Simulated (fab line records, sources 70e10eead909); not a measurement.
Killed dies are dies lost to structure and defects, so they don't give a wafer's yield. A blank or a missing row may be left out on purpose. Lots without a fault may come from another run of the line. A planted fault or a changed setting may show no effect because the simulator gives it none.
Which tool did it? | flow nand_harc | 6 lots, 18 wafers sampled, at 3 steps of a route of 1302

WHAT THE GAUGES READ, wafer by wafer
NHARC_P_GATE_CD_MEAS_59: target cd 720 nm.
lot  | measured     | on        | cd_nm (nm)
L886 | day 6 08:22  | cd_sem-01 | 721.1 721.2 717.4
L888 | day 7 09:43  | cd_sem-01 | 721.1 721.4 719.7
L891 | day 8 10:13  | cd_sem-01 | 717.2 719.8 719.5
L893 | day 9 09:14  | cd_sem-02 | 717.5 720.2 719.6
L895 | day 10 04:56 | cd_sem-01 | 716.3 717.8 720.6
L906 | day 14 17:38 | cd_sem-01 | 719.5 718.4 719.2

WHICH TOOL RAN EACH LOT (tool, then ch and the chambers of the sampled wafers, then the start)
lot  | NHARC_P_GATE_STRIP_75                | NHARC_P_GATE_EXPOSE_56
L886 | plasma_asher-02 ch 0,1, day 6 07:32  | krf_scanner-04 ch 0, day 6 08:12
L888 | plasma_asher-01 ch 0,1, day 7 08:47  | krf_scanner-04 ch 0, day 7 09:33
L891 | plasma_asher-01 ch 1, day 8 09:18    | krf_scanner-01 ch 0, day 8 10:04
L893 | plasma_asher-02 ch 0,1, day 9 08:27  | krf_scanner-04 ch 0, day 9 09:05
L895 | plasma_asher-01 ch 0,1, day 10 04:01 | krf_scanner-03 ch 0, day 10 04:47
L906 | plasma_asher-01 ch 0,1, day 14 16:43 | krf_scanner-01 ch 0, day 14 17:29
- NHARC_P_GATE_STRIP_75: strips in O2.
- NHARC_P_GATE_EXPOSE_56: exposes mask P PSD, target cd 720 nm.

THE ANSWER, worked out from the rows above alone
Rule: what is usual is taken from the lots themselves. Put in order of their means at a reading, lots are off if they are a third of the lots or fewer, leave a main group of 4 or more, and stand apart from it by a gap of 3 or more times the standard deviation of the main group's means; of several such gaps the widest counts. A main group whose means are all the same, to the digits that the tables above print for the reading, isn't used. A lot without any number at a reading at which 4 lots or more have one is off too. The other lots that the step has rows for count as sound.
No lot is off at any reading shown: from this, nothing can be told.

WHAT THE SIMULATOR HAD PUT IN
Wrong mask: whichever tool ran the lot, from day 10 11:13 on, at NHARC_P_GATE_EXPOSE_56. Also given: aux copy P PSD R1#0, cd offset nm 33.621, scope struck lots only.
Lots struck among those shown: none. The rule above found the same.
